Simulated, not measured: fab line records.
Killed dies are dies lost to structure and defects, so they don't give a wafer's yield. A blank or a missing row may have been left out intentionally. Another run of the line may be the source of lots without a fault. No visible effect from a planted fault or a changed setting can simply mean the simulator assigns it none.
fab line records	flow nand_harc
record: lots: 13	wafers: 39	last_day: 29
route steps=1159 shown THIN_TSV@1125 END@1159
lots with no fault: from the same line, run without faults
start_h: the number of hours between the record's first day and the start of the first shown wafer of the lot	wait_h: how many hours have passed since the lot's step before this one	" unchanged from the row above	L1.1+2: one row covering several wafers at once	- no value, or no start given	* or withheld: withheld	< > ~ a bound
route shown NAME@n: names a module that has steps shown in the file, with the first one's number in the route	usual: average and standard deviation across the fault-free wafers	same: alike in all rows	chamber/n: place in a boat	sites: readings site by site	_std_site: standard deviation across them	_edge_site: mean of outer sites minus mean of inner sites	radius_mm: how far each site lies from the wafer's centre	mask NAME#n: copy n	behind: the most recent tool/chamber to have shaped the wafer	hold: cause of the lot's hold/its duration in hours/its outcome	device: which transistor (n, p or np) failed to switch	end of line: tests run on the same wafers once the route is complete	for a step that has no rows: nothing shown but its recipe	killed: at the first sort, the dies lost to defects and structure; wafer yield is something else	map: the dies of a wafer, with x for killed, . for not killed, _ for no die there
set.NAME: the setting as run; set.NAME@STEP: as run at that earlier step	model.NAME: the simulator's own value behind a step, which no gauge read
steps of the route over a sample of lots; a table a step, a row a wafer
services: when a tool's chamber went out of use (start_h, in hours from the record's first day, below 0 if earlier), for how many hours, and the reason
== steps ==
step: NHARC_THIN_TSV_ETCHBACK_48
recipe: target_depth_a: 10285	over_etch_frac: 0.3	time_s: 405.17	ion_energy_ev: 250	c4f8_flow_sccm: withheld	ar_flow_sccm: withheld	rf_w: 600	bias_w: 300	chemistry: C4F8/Ar
usual: oes_product_au: 0.951/0.03	rf_vpp_V: 547/3.3
lot.wafer	tool	chamber	start_h	wait_h	oes_product_au	rf_hours_counter_h	rf_vpp_V
L240.1	rie_diel-08	0	552.04	-	0.940	5	547
L240.4	"	1	"	"	0.928	5	551
L240.6	"	0	"	"	0.924	-	549
L241.3	rie_diel-03	1	560.93	-	0.926	11	545
L241.1	"	2	"	"	0.912	12	551
L241.6	"	1	"	"	0.928	-	545
L243.4	rie_diel-08	2	571.99	-	1.006	7	545
L243.6	"	3	"	"	1.005	-	546
L243.5	"	0	"	"	0.998	-	548
L242.4	rie_diel-12	1	573.06	-	1.002	1	549
L242.6	"	2	"	"	0.993	-	543
L242.5	"	3	"	"	0.996	-	551
L244.2	rie_diel-08	2	579.19	-	0.929	8	543
L244.3	"	1	"	"	0.920	8	552
L244.6	"	2	"	"	0.930	-	545
L246.3	rie_diel-08	0	580.42	-	0.924	9	547
L246.2	"	1	"	"	0.929	8	551
L246.5	"	3	"	"	0.940	-	546
L252.4	rie_diel-03	0	606.82	-	0.954	2	552
L252.2	"	2	"	"	0.937	1	551
L252.5	"	1	"	"	0.943	-	545
L248.1	rie_diel-03	3	608.18	-	0.927	2	543
L248.2	"	0	"	"	0.926	2	551
L248.6	"	1	"	"	0.926	-	544
L255.1	rie_diel-03	2	610.45	-	0.992	1	550
L255.2	"	3	"	"	0.989	2	543
L255.6	"	2	"	"	0.997	-	550
L257.3	rie_diel-12	2	614.63	-	0.922	7	544
L257.1	"	3	"	"	0.926	7	552
L257.6	"	2	"	"	0.922	-	543
L253.1	rie_diel-03	1	619.16	-	1.018	4	545
L253.2	"	2	"	"	0.920	3	549
L253.6	"	3	"	"	0.937	-	543
L260.2	rie_diel-03	3	638.84	-	0.932	5	544
L260.1	"	1	"	"	0.928	5	544
L260.6	"	3	"	"	0.923	-	543
L259.1	rie_diel-03	3	642.40	-	0.923	6	543
L259.4	"	0	"	"	0.930	5	551
L259.5	"	0	"	"	0.941	-	552
step: NHARC_THIN_TSV_PRE_CLEAN_50
recipe: time_s: 30	temp_c: 280	gas: H2/He
usual: heater_power_w: 416/45	susceptor_temp_C: 279.97/0.18
lot.wafer	tool	chamber	start_h	wait_h	heater_power_w	susceptor_temp_C
L240.1	pvd_sputter-02	-	-	-	514	-
L240.4	"	-	"	"	386	-
L240.6	"	-	"	"	438	-
L241.1	pvd_sputter-03	-	-	-	374	280.13
L241.3	"	-	"	"	371	280.24
L241.6	"	-	"	"	378	279.92
L243.4	pvd_sputter-01	-	-	-	480	279.95
L243.5	"	-	"	"	403	280.06
L243.6	"	-	"	"	472	279.69
L242.4	pvd_sputter-03	-	-	-	385	280.34
L242.6	"	-	"	"	387	279.91
L242.5	"	-	"	"	376	280.25
L244.3	pvd_sputter-01	-	-	-	482	-
L244.2	"	-	"	"	407	-
L244.6	"	-	"	"	492	-
L246.2	pvd_sputter-03	-	-	-	395	280.17
L246.3	"	-	"	"	369	279.92
L246.5	"	-	"	"	376	280.00
L252.4	pvd_sputter-02	-	-	-	412	279.73
L252.2	"	-	"	"	427	279.85
L252.5	"	-	"	"	394	280.00
L248.2	pvd_sputter-02	-	-	-	522	280.21
L248.1	"	-	"	"	405	280.04
L248.6	"	-	"	"	522	280.22
L255.2	pvd_sputter-02	-	-	-	411	-
L255.1	"	-	"	"	518	-
L255.6	"	-	"	"	403	-
L257.1	pvd_sputter-03	-	-	-	378	279.68
L257.3	"	-	"	"	392	279.50
L257.6	"	-	"	"	383	279.96
L253.1	pvd_sputter-01	-	-	-	405	280.10
L253.2	"	-	"	"	407	279.93
L253.6	"	-	"	"	490	280.06
L260.2	pvd_sputter-02	-	-	-	521	279.90
L260.1	"	-	"	"	434	280.03
L260.6	"	-	"	"	422	279.99
L259.4	pvd_sputter-02	-	-	-	397	280.09
L259.1	"	-	"	"	521	280.00
L259.5	"	-	"	"	420	279.99
step: NHARC_THIN_TSV_PVD_51
recipe: target_thk_a: 1000	chamber_pressure_pa: 5	material: Cu
usual: throttle_valve_pct: 29.6/0.83
lot.wafer	tool	chamber	start_h	wait_h	throttle_valve_pct
L240.4	pvd_sputter-02	-	-	-	29.4
L240.1	"	-	"	"	28.9
L240.6	"	-	"	"	30.5
L241.3	pvd_sputter-03	-	-	-	28.2
L241.1	"	-	"	"	28.7
L241.6	"	-	"	"	28.3
L243.4	pvd_sputter-01	-	-	-	29.8
L243.5	"	-	"	"	31.3
L243.6	"	-	"	"	29.9
L242.4	pvd_sputter-03	-	-	-	28.5
L242.6	"	-	"	"	28.7
L242.5	"	-	"	"	30.0
L244.2	pvd_sputter-01	-	-	-	30.8
L244.3	"	-	"	"	31.0
L244.6	"	-	"	"	30.6
L246.2	pvd_sputter-03	-	-	-	30.2
L246.3	"	-	"	"	30.2
L246.5	"	-	"	"	29.8
L252.4	pvd_sputter-02	-	-	-	30.3
L252.2	"	-	"	"	29.1
L252.5	"	-	"	"	30.2
L248.2	pvd_sputter-02	-	-	-	28.6
L248.1	"	-	"	"	30.0
L248.6	"	-	"	"	29.1
L255.1	pvd_sputter-02	-	-	-	29.2
L255.2	"	-	"	"	28.7
L255.6	"	-	"	"	29.3
L257.3	pvd_sputter-03	-	-	-	28.2
L257.1	"	-	"	"	30.2
L257.6	"	-	"	"	30.4
L253.1	pvd_sputter-01	-	-	-	30.7
L253.2	"	-	"	"	31.0
L253.6	"	-	"	"	30.0
L260.2	pvd_sputter-02	-	-	-	30.0
L260.1	"	-	"	"	28.6
L260.6	"	-	"	"	30.3
L259.4	pvd_sputter-02	-	-	-	30.1
L259.1	"	-	"	"	29.2
L259.5	"	-	"	"	30.4
step: NHARC_THIN_TSV_ETCH_36
recipe: target_depth_a: 650	over_etch_frac: 0.3	time_s: 18.571	ion_energy_ev: 150	chemistry: Cl2/BCl3
usual: drypump_motor_current_A: 5.8/0.48	oes_product_au: 1.007/0.01
lot.wafer	tool	chamber	start_h	wait_h	drypump_motor_current_A	oes_product_au	rf_hours_counter_h
L240.1	rie_metal-01	0	556.51	0.2	4.7	1.002	1.3
L240.4	"	1	"	"	6.3	0.996	-
L240.6	"	1	"	"	6.2	1.004	-
L241.1	rie_metal-03	0	565.29	0.2	6.0	1.028	3.1
L241.3	"	1	"	"	6.1	1.005	-
L241.6	"	1	"	"	6.1	1.015	-
L243.4	rie_metal-02	0	576.10	0.1	5.6	0.990	-
L243.6	"	0	"	"	5.6	1.006	-
L243.5	"	1	"	"	5.7	1.000	-
L242.4	rie_metal-01	1	577.49	0.2	6.3	0.997	-
L242.5	"	1	"	"	6.3	1.005	-
L242.6	"	1	"	"	6.3	0.994	-
L244.2	rie_metal-02	1	583.48	0.2	5.6	1.013	0.6
L244.3	"	0	"	"	5.6	1.004	-
L244.6	"	0	"	"	5.6	1.010	-
L246.2	rie_metal-01	1	584.98	0.3	6.3	1.017	-
L246.3	"	1	"	"	6.3	1.023	-
L246.5	"	1	"	"	6.3	1.016	-
L252.2	rie_metal-02	1	611.14	0.2	5.6	0.999	1.4
L252.4	"	1	"	"	5.6	1.017	-
L252.5	"	0	"	"	5.6	1.009	-
L248.2	rie_metal-03	1	612.35	0.2	6.0	1.014	5.0
L248.1	"	0	"	"	6.0	1.016	5.0
L248.6	"	1	"	"	6.0	1.010	-
L255.1	rie_metal-02	1	614.78	0.3	5.6	1.010	1.8
L255.2	"	0	"	"	5.6	1.011	2.4
L255.6	"	1	"	"	5.6	1.004	-
L257.1	rie_metal-02	1	618.90	0.3	5.6	0.998	2.1
L257.3	"	0	"	"	5.6	1.008	-
L257.6	"	0	"	"	5.6	1.006	-
L253.2	rie_metal-02	1	623.27	0.2	5.6	0.999	2.3
L253.1	"	0	"	"	5.6	1.004	2.9
L253.6	"	0	"	"	5.6	1.009	-
L260.1	rie_metal-01	0	643.00	0.2	4.7	1.009	3.6
L260.2	"	1	"	"	6.3	1.010	4.1
L260.6	"	0	"	"	4.7	1.014	-
L259.1	rie_metal-01	0	646.69	0.2	4.7	1.014	3.9
L259.4	"	1	"	"	6.3	0.997	-
L259.5	"	1	"	"	6.3	0.995	-
step: NHARC_END_SORT_01
recipe: temp_c: 25
usual: defect_limited_yield: 95.1/1.7	killed_at_array: 29/11	killed_at_other: 0.5/0.85	killed_at_periphery: 3.0/2.3	killed_dies: 33/12	killed_open: 3.3/1.9	killed_short: 2.0/1.5	sort_bin_2_pct: 1.5/0.66	sort_bin_3_pct: 0.25/0.21	sort_bin_4_pct: 3.1/1.2	sort_n_pass: 644/12	sort_rim_yield_pct: 96.7/2	sort_yield_pct: 95.1/1.7
same: gross_dies: 677	sort_bin_5_pct[%]: 0	sort_bin_6_pct[%]: 0	sort_bin_7_pct[%]: 0	sort_bin_8_pct[%]: 0	sort_rim_n_gross: 106.00
lot.wafer	tool	chamber	start_h	wait_h	defect_limited_yield[%]	killed_at_array	killed_at_other	killed_at_periphery	killed_dies	killed_open	killed_short	sort_bin_2_pct[%]	sort_bin_3_pct[%]	sort_bin_4_pct[%]	sort_n_pass	sort_rim_yield_pct[%]	sort_yield_pct[%]
L240.1	prober-02	0	568.43	2.5	97.6	16	0	0	16	1	1	0.7	0	1.6	661	96.2	97.6
L240.4	prober-02	0	570.85	3.4	96.2	25	0	1	26	2	3	0.9	0.44	2.5	651	97.2	96.2
L240.6	prober-02	0	572.46	4.0	97.2	18	0	1	19	3	2	0.3	0.30	2.2	658	99.1	97.2
L241.1	prober-02	0	576.26	2.5	96.8	20	0	2	22	2	1	1.0	0.30	1.9	655	97.2	96.8
L241.3	prober-02	0	577.88	3.1	97.5	13	0	4	17	3	1	0.7	0	1.8	660	97.2	97.5
L241.6	prober-02	0	580.30	4.0	95.9	27	0	1	28	2	3	1.0	0.44	2.7	649	94.3	95.9
L243.4	prober-01	0	597.94	3.4	95.1	26	4	3	33	1	1	2.1	0.30	2.5	644	97.2	95.1
L243.5	prober-01	0	598.73	3.7	95.1	29	3	1	33	2	2	1.6	0.30	3.0	644	97.2	95.1
L243.6	prober-01	0	599.52	3.9	95.6	24	2	4	30	2	2	1.6	0.30	2.5	647	98.1	95.6
L242.4	prober-02	0	602.14	3.4	96.0	21	0	6	27	3	6	1.3	0.74	1.9	650	96.2	96.0
L242.5	prober-02	0	602.95	3.8	97.3	16	0	2	18	2	0	0.9	0.30	1.5	659	96.2	97.3
L242.6	prober-02	0	603.76	4.1	94.7	27	2	7	36	9	3	1.2	0.30	3.8	641	95.3	94.7
L244.2	prober-01	0	604.08	2.8	94.5	36	0	1	37	3	2	1.0	0.30	4.1	640	97.2	94.5
L244.3	prober-01	0	604.85	3.0	86.1	37	55	2	94	6	3	5.8	1.62	6.5	583	84.0	86.1
L244.6	prober-01	0	607.17	3.9	93.9	41	0	0	41	7	0	1.8	0.44	3.8	636	99.1	93.9
L246.2	prober-01	0	611.71	2.8	87.7	29	51	3	83	2	6	5.0	2.22	5.0	594	89.6	87.7
L246.3	prober-01	0	612.49	3.1	94.8	34	0	1	35	4	1	1.3	0.44	3.4	642	100.0	94.8
L246.5	prober-01	0	614.05	3.6	95.0	33	0	1	34	1	3	1.6	0	3.4	643	100.0	95.0
L248.1	prober-02	0	623.10	2.5	97.3	16	0	2	18	2	3	0.4	0	2.2	659	97.2	97.3
L248.2	prober-02	0	623.91	2.8	96.8	22	0	0	22	1	2	1.0	0	2.2	655	96.2	96.8
L248.6	prober-02	0	627.15	4.0	96.0	25	0	2	27	3	2	0.7	0.89	2.4	650	99.1	96.0
L252.2	prober-01	0	627.32	2.8	93.8	39	0	3	42	6	0	1.5	0.15	4.6	635	89.6	93.8
L252.4	prober-01	0	628.94	3.4	92.8	43	0	6	49	3	3	1.8	0	5.5	628	97.2	92.8
L252.5	prober-01	0	629.75	3.8	95.7	26	0	3	29	3	2	0.7	0.44	3.1	648	94.3	95.7
L255.1	prober-02	0	638.68	2.5	97.2	16	0	3	19	1	1	0.6	0	2.2	658	98.1	97.2
L255.2	prober-02	0	639.48	2.8	97.5	17	0	0	17	3	0	0.7	0.30	1.5	660	100.0	97.5
L255.6	prober-02	0	642.69	4.0	97.5	15	0	2	17	2	4	0.3	0	2.2	660	98.1	97.5
L257.1	prober-02	0	646.52	2.5	94.7	32	0	4	36	2	1	1.6	0.30	3.4	641	94.3	94.7
L257.3	prober-02	0	648.10	3.1	96.0	25	0	2	27	7	2	0.9	0.15	3.0	650	100.0	96.0
L257.6	prober-02	0	650.48	4.0	95.9	26	0	2	28	3	0	1.9	0.30	1.9	649	93.4	95.9
L253.1	prober-01	0	649.98	2.5	95.1	29	1	3	33	7	1	1.6	0.15	3.1	644	98.1	95.1
L253.2	prober-01	0	650.78	2.8	96.5	22	0	2	24	1	0	0.7	0.44	2.4	653	99.1	96.5
L253.6	prober-01	0	653.98	4.0	94.7	32	0	4	36	4	0	1.6	0.15	3.5	641	97.2	94.7
L260.1	prober-02	0	662.07	2.5	97.8	15	0	0	15	2	0	0.6	0	1.6	662	97.2	97.8
L260.2	prober-02	0	662.86	2.8	96.9	18	0	3	21	6	3	1.2	0.15	1.8	656	97.2	96.9
L260.6	prober-02	0	666.03	4.0	97.3	16	0	2	18	2	3	0.6	0.15	1.9	659	97.2	97.3
L259.1	prober-02	0	685.47	2.5	93.4	42	2	1	45	2	2	1.5	0.44	4.7	632	96.2	93.4
L259.4	prober-02	0	687.85	3.4	95.1	31	0	2	33	4	1	2.4	0	2.5	644	97.2	95.1
L259.5	prober-02	0	688.65	3.7	94.7	32	0	4	36	7	2	2.1	0.15	3.1	641	97.2	94.7
killed by level:class
L240.1 A_CHANNEL_HOLE_D1:chamber_film_flake=13 A_WL_FILL:geometric_particle:open=1 A_M0:geometric_particle:short=1 A_STAIRCASE:chamber_film_flake=1
L240.4 A_CHANNEL_HOLE_D1:chamber_film_flake=16 A_ZERO_WELL:chamber_film_flake=2 A_CHANNEL_FILL_D1:geometric_particle:short=1 A_SGD_CUT:geometric_particle:open=1 A_SGD_CUT:geometric_particle:short=1 A_CONTACT:geometric_particle:short=1 A_BLC:geometric_particle:open=1 P_ZERO_WELL:chamber_film_flake=1
L240.6 A_CHANNEL_HOLE_D1:chamber_film_flake=12 A_CHANNEL_FILL_D1:geometric_particle:short=2 P_CONTACT:geometric_particle:open=1 A_CHANNEL_FILL_D1:geometric_particle:open=1 A_WL_FILL:geometric_particle:open=1 A_STAIRCASE:chamber_film_flake=1 A_CONTACT:chamber_film_flake=1
L241.1 A_CONTACT:chamber_film_flake=7 A_CHANNEL_HOLE_D1:chamber_film_flake=5 A_BLC:chamber_film_flake=4 A_WL_FILL:chamber_film_flake=2 P_CONTACT:geometric_particle:open=1 A_CONTACT:geometric_particle:short=1 A_M1:geometric_particle:open=1 P_GATE:chamber_film_flake=1
L241.3 A_CHANNEL_HOLE_D1:chamber_film_flake=4 A_CONTACT:chamber_film_flake=3 A_BLC:chamber_film_flake=3 P_STI:chamber_film_flake=2 P_GATE:geometric_particle:open=1 A_CHANNEL_HOLE_D1:geometric_particle:short=1 A_WL_FILL:geometric_particle:open=1 A_CONTACT:geometric_particle:open=1
L241.6 A_CHANNEL_HOLE_D1:chamber_film_flake=8 A_CONTACT:chamber_film_flake=7 A_BLC:chamber_film_flake=6 A_CHANNEL_FILL_D1:geometric_particle:short=2 A_SLIT:geometric_particle:open=1 A_CONTACT:geometric_particle:short=1 A_M0:geometric_particle:open=1 P_GATE:chamber_film_flake=1
L243.4 A_CHANNEL_HOLE_D1:chamber_film_flake=17 A_SLIT:chamber_film_flake=5 THIN_TSV:chamber_film_flake=3 P_STI:chamber_film_flake=2 A_WL_FILL:chamber_film_flake=2 A_CHANNEL_HOLE_D1:geometric_particle:open=1 A_CONTACT:geometric_particle:short=1 P_ZERO_WELL:chamber_film_flake=1
L243.5 A_CHANNEL_HOLE_D1:chamber_film_flake=17 A_STAIRCASE:chamber_film_flake=3 A_CONTACT:chamber_film_flake=3 THIN_TSV:chamber_film_flake=3 A_CHANNEL_FILL_D1:geometric_particle:open=1 A_SGD_CUT:geometric_particle:short=1 A_CONTACT:geometric_particle:open=1 A_M0:geometric_particle:short=1
L243.6 A_CHANNEL_HOLE_D1:chamber_film_flake=13 A_CONTACT:chamber_film_flake=4 P_STI:chamber_film_flake=2 A_SLIT:chamber_film_flake=2 THIN_TSV:chamber_film_flake=2 P_GATE:geometric_particle:short=1 A_SOURCE_PLATE:geometric_particle:short=1 A_CHANNEL_FILL_D1:geometric_particle:open=1
L242.4 A_CHANNEL_HOLE_D1:chamber_film_flake=4 A_WL_FILL:geometric_particle:short=3 P_ZERO_WELL:chamber_film_flake=3 A_CONTACT:chamber_film_flake=3 A_CHANNEL_FILL_D1:geometric_particle:short=2 A_CONTACT:geometric_particle:open=2 P_M1:chamber_film_flake=2 A_CHANNEL_FILL_D1:chamber_film_flake=2
L242.5 A_CHANNEL_HOLE_D1:chamber_film_flake=7 A_STAIRCASE:chamber_film_flake=3 P_ZERO_WELL:chamber_film_flake=2 A_SGD_CUT:chamber_film_flake=2 A_CHANNEL_FILL_D1:geometric_particle:open=1 A_CONTACT:geometric_particle:open=1 A_WL_FILL:chamber_film_flake=1 A_CONTACT:chamber_film_flake=1
L242.6 A_CHANNEL_HOLE_D1:chamber_film_flake=7 A_CONTACT:geometric_particle:open=4 P_ZERO_WELL:chamber_film_flake=4 A_CONTACT:chamber_film_flake=4 A_CHANNEL_FILL_D1:chamber_film_flake=3 A_SGD_CUT:chamber_film_flake=3 A_ONON_D1:geometric_particle:short=2 A_CHANNEL_FILL_D1:geometric_particle:open=2
L244.2 A_SLIT:chamber_film_flake=14 A_CHANNEL_HOLE_D1:chamber_film_flake=13 A_CONTACT:chamber_film_flake=3 P_CONTACT:geometric_particle:short=1 A_CHANNEL_HOLE_D1:geometric_particle:open=1 A_CHANNEL_FILL_D1:geometric_particle:open=1 A_WL_FILL:geometric_particle:short=1 A_M0:geometric_particle:open=1
L244.3 THIN_TSV:unspecified=54 A_CHANNEL_HOLE_D1:chamber_film_flake=13 A_SLIT:chamber_film_flake=11 A_CONTACT:chamber_film_flake=3 A_CHANNEL_FILL_D1:geometric_particle:open=2 A_WL_FILL:geometric_particle:short=2 A_CONTACT:geometric_particle:open=2 P_M2:geometric_particle:open=1
L244.6 A_CHANNEL_HOLE_D1:chamber_film_flake=16 A_SLIT:chamber_film_flake=13 A_STAIRCASE:chamber_film_flake=4 A_CONTACT:geometric_particle:open=3 A_SGD_CUT:geometric_particle:open=2 A_BLC:geometric_particle:open=2 A_ZERO_WELL:chamber_film_flake=1
L246.2 THIN_TSV:unspecified=51 A_CHANNEL_HOLE_D1:chamber_film_flake=12 A_CONTACT:chamber_film_flake=7 A_CHANNEL_FILL_D1:geometric_particle:short=2 A_BLC:geometric_particle:short=2 A_STAIRCASE:chamber_film_flake=2 P_GATE:geometric_particle:open=1 P_M1:geometric_particle:short=1
L246.3 A_CHANNEL_HOLE_D1:chamber_film_flake=18 A_STAIRCASE:chamber_film_flake=3 A_M0:geometric_particle:open=2 A_CONTACT:chamber_film_flake=2 A_SLIT:chamber_film_flake=2 A_WL_FILL:chamber_film_flake=2 A_CHANNEL_HOLE_D1:geometric_particle:short=1 A_CONTACT:geometric_particle:open=1
L246.5 A_CHANNEL_HOLE_D1:chamber_film_flake=17 A_CONTACT:chamber_film_flake=5 A_ZERO_WELL:chamber_film_flake=4 A_CHANNEL_FILL_D1:chamber_film_flake=2 A_CHANNEL_HOLE_D1:geometric_particle:short=1 A_SGD_CUT:geometric_particle:open=1 A_BLC:geometric_particle:short=1 A_M0:geometric_particle:short=1
L248.1 A_STAIRCASE:chamber_film_flake=5 A_CONTACT:chamber_film_flake=5 A_CHANNEL_HOLE_D1:chamber_film_flake=2 P_GATE:geometric_particle:short=1 A_ONON_D1:geometric_particle:open=1 A_CHANNEL_HOLE_D1:geometric_particle:short=1 A_CHANNEL_FILL_D1:geometric_particle:open=1 A_SGD_CUT:geometric_particle:short=1
L248.2 A_STAIRCASE:chamber_film_flake=10 A_CHANNEL_HOLE_D1:chamber_film_flake=4 A_CONTACT:chamber_film_flake=4 A_CHANNEL_HOLE_D1:geometric_particle:short=1 A_SGD_CUT:geometric_particle:short=1 A_CONTACT:geometric_particle:open=1 A_ZERO_WELL:chamber_film_flake=1
L248.6 A_STAIRCASE:chamber_film_flake=9 A_CONTACT:chamber_film_flake=5 P_CONTACT:geometric_particle:open=2 A_SGD_CUT:geometric_particle:short=2 A_CHANNEL_HOLE_D1:chamber_film_flake=2 A_SLIT:chamber_film_flake=2 A_ONON_D1:geometric_particle:open=1 A_WL_FILL:chamber_film_flake=1
L252.2 A_CHANNEL_HOLE_D1:chamber_film_flake=20 A_CONTACT:chamber_film_flake=10 A_CONTACT:geometric_particle:open=4 P_GATE:chamber_film_flake=2 A_STAIRCASE:chamber_film_flake=2 A_ONON_D1:geometric_particle:open=1 A_M0:geometric_particle:open=1 P_STI:chamber_film_flake=1
L252.4 A_CHANNEL_HOLE_D1:chamber_film_flake=24 A_STAIRCASE:chamber_film_flake=6 A_CONTACT:chamber_film_flake=6 P_CONTACT:chamber_film_flake=2 A_CHANNEL_FILL_D1:chamber_film_flake=2 P_CONTACT:geometric_particle:short=1 P_M0:geometric_particle:short=1 A_ONON_D1:geometric_particle:open=1
L252.5 A_CHANNEL_HOLE_D1:chamber_film_flake=16 A_CONTACT:chamber_film_flake=4 P_ZERO_WELL:chamber_film_flake=2 A_SOURCE_PLATE:geometric_particle:short=1 A_WL_FILL:geometric_particle:short=1 A_BLC:geometric_particle:open=1 A_M0:geometric_particle:open=1 A_M1:geometric_particle:open=1
L255.1 A_BONDPAD:chamber_film_flake=6 A_CHANNEL_HOLE_D1:chamber_film_flake=5 A_STAIRCASE:chamber_film_flake=3 P_M1:geometric_particle:short=1 A_M0:geometric_particle:open=1 P_GATE:chamber_film_flake=1 P_M2:chamber_film_flake=1 A_BLC:chamber_film_flake=1
L255.2 A_CHANNEL_HOLE_D1:chamber_film_flake=9 A_STAIRCASE:chamber_film_flake=3 A_CONTACT:geometric_particle:open=2 A_BONDPAD:chamber_film_flake=2 A_SOURCE_PLATE:geometric_particle:open=1
L255.6 A_CHANNEL_HOLE_D1:chamber_film_flake=6 A_CHANNEL_FILL_D1:geometric_particle:short=2 A_BONDPAD:chamber_film_flake=2 P_CONTACT:geometric_particle:short=1 A_ONON_D1:geometric_particle:short=1 A_M0:geometric_particle:open=1 A_M1:geometric_particle:open=1 P_GATE:chamber_film_flake=1
L257.1 A_STAIRCASE:chamber_film_flake=11 A_CHANNEL_HOLE_D1:chamber_film_flake=7 A_CHANNEL_FILL_D1:chamber_film_flake=3 A_BLC:chamber_film_flake=3 P_M2:chamber_film_flake=2 A_WL_FILL:chamber_film_flake=2 P_CONTACT:geometric_particle:open=1 A_CHANNEL_HOLE_D1:geometric_particle:short=1
L257.3 A_STAIRCASE:chamber_film_flake=8 A_CHANNEL_HOLE_D1:chamber_film_flake=5 A_BLC:chamber_film_flake=4 A_CONTACT:geometric_particle:open=2 A_M1:geometric_particle:open=2 P_BONDPAD:geometric_particle:open=1 A_ONON_D1:geometric_particle:open=1 A_CHANNEL_FILL_D1:geometric_particle:short=1
L253.1 A_CHANNEL_HOLE_D1:chamber_film_flake=19 A_CONTACT:chamber_film_flake=3 A_CONTACT:geometric_particle:open=2 A_M0:geometric_particle:open=2 A_SLIT:chamber_film_flake=2 P_CONTACT:geometric_particle:open=1 P_M1:geometric_particle:open=1 A_WL_FILL:geometric_particle:short=1
L257.6 A_STAIRCASE:chamber_film_flake=7 A_CHANNEL_HOLE_D1:chamber_film_flake=6 A_WL_FILL:chamber_film_flake=4 A_CONTACT:chamber_film_flake=3 A_WL_FILL:geometric_particle:open=2 A_BLC:chamber_film_flake=2 A_CONTACT:geometric_particle:open=1 P_M0:chamber_film_flake=1
L253.2 A_CHANNEL_HOLE_D1:chamber_film_flake=16 P_ZERO_WELL:chamber_film_flake=2 A_STAIRCASE:chamber_film_flake=2 A_SLIT:chamber_film_flake=2 A_M0:geometric_particle:open=1 A_BLC:chamber_film_flake=1
L253.6 A_CHANNEL_HOLE_D1:chamber_film_flake=24 A_SLIT:chamber_film_flake=6 P_ZERO_WELL:chamber_film_flake=2 P_CONTACT:geometric_particle:open=1 P_M1:geometric_particle:open=1 A_ONON_D1:geometric_particle:open=1 A_CHANNEL_FILL_D1:geometric_particle:open=1
L260.1 A_CHANNEL_HOLE_D1:chamber_film_flake=9 A_M0:geometric_particle:open=2 A_CONTACT:chamber_film_flake=2 A_ZERO_WELL:chamber_film_flake=1 A_STAIRCASE:chamber_film_flake=1
L260.2 A_CHANNEL_HOLE_D1:chamber_film_flake=6 A_STAIRCASE:chamber_film_flake=3 A_M0:geometric_particle:open=2 P_CONTACT:geometric_particle:open=1 P_CONTACT:geometric_particle:short=1 A_ONON_D1:geometric_particle:short=1 A_WL_FILL:geometric_particle:short=1 A_WL_FILL:geometric_particle:open=1
L260.6 A_CHANNEL_HOLE_D1:chamber_film_flake=8 A_SGD_CUT:geometric_particle:open=2 A_SLIT:chamber_film_flake=2 P_CONTACT:geometric_particle:short=1 A_SGD_CUT:geometric_particle:short=1 A_M0:geometric_particle:short=1 P_STI:chamber_film_flake=1 A_ZERO_WELL:chamber_film_flake=1
L259.1 A_SLIT:chamber_film_flake=22 A_CHANNEL_HOLE_D1:chamber_film_flake=9 A_STAIRCASE:chamber_film_flake=3 A_CONTACT:chamber_film_flake=2 A_ONON_D1:geometric_particle:open=1 A_CHANNEL_FILL_D1:geometric_particle:short=1 A_CONTACT:geometric_particle:open=1 A_CONTACT:geometric_particle:short=1
L259.4 A_SLIT:chamber_film_flake=19 A_CHANNEL_HOLE_D1:chamber_film_flake=7 P_GATE:geometric_particle:open=1 P_CONTACT:geometric_particle:short=1 A_SOURCE_PLATE:geometric_particle:open=1 A_ONON_D1:geometric_particle:open=1 A_M0:geometric_particle:open=1 A_STAIRCASE:chamber_film_flake=1
L259.5 A_SLIT:chamber_film_flake=16 A_CHANNEL_HOLE_D1:chamber_film_flake=5 A_CONTACT:geometric_particle:open=2 P_STI:chamber_film_flake=2 A_STAIRCASE:chamber_film_flake=2 P_GATE:geometric_particle:open=1 P_M2:geometric_particle:open=1 A_SOURCE_PLATE:geometric_particle:open=1
== services ==
tool	chamber	start_h	hours	kind
rie_diel-12	0	534.48	11.5	repair
rie_metal-02	0	542.53	4.7	repair
rie_diel-03	0	548.30	-	clean
rie_diel-03	1	548.30	-	clean
rie_diel-03	2	548.30	-	clean
rie_diel-03	3	548.30	-	clean
rie_diel-12	-	556.44	9.0	pm
rie_metal-02	-	565.21	9.0	pm
rie_diel-03	-	569.30	9.0	pm
pvd_sputter-02	-	570.07	10.0	pm
rie_metal-03	-	573.48	0.6	repair
rie_metal-01	0	575.91	18.4	repair
rie_diel-12	-	577.78	0.4	repair
rie_diel-08	2	584.09	5.0	repair
rie_metal-02	0	588.64	4.4	repair
rie_diel-12	3	589.41	4.0	repair
rie_diel-03	2	589.53	3.5	repair
rie_metal-02	1	589.79	10.9	repair
rie_diel-03	1	590.05	3.5	repair
rie_metal-01	1	593.15	11.6	repair
rie_metal-01	-	603.33	30.6	repair
rie_metal-03	-	630.00	9.0	pm
pvd_sputter-03	-	636.10	10.0	pm
pvd_sputter-01	-	644.44	1.1	repair
== key ==
first_sign: step: NHARC_END_SORT_01	reading: killed_at_other	direction: up	sigmas: 53	usual: 0.5	struck: 53
effect: step: NHARC_END_SORT_01	reading: defect_limited_yield	direction: down	sigmas: 4.7	usual: 95.1	struck: 86.9
more_kills_born_at: NHARC_THIN_TSV_ETCHBACK_48@rie_diel-08: 105
met_at NHARC_THIN_TSV_ETCHBACK_48
struck_lots L244,L246
struck_wafers L244.3,L246.2
not_acting_at NHARC_THIN_TSV_PRE_CLEAN_50,NHARC_THIN_TSV_PVD_51,NHARC_THIN_TSV_ETCH_36
onset_between 552.04 579.19
fault: kind: chamber_particle_source	tool: rie_diel-08	chamber: 1	onset_h: 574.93	steps: NHARC_THIN_TSV_ETCHBACK_48	rate_per_visit_cm2: 0.41814	end_h: 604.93
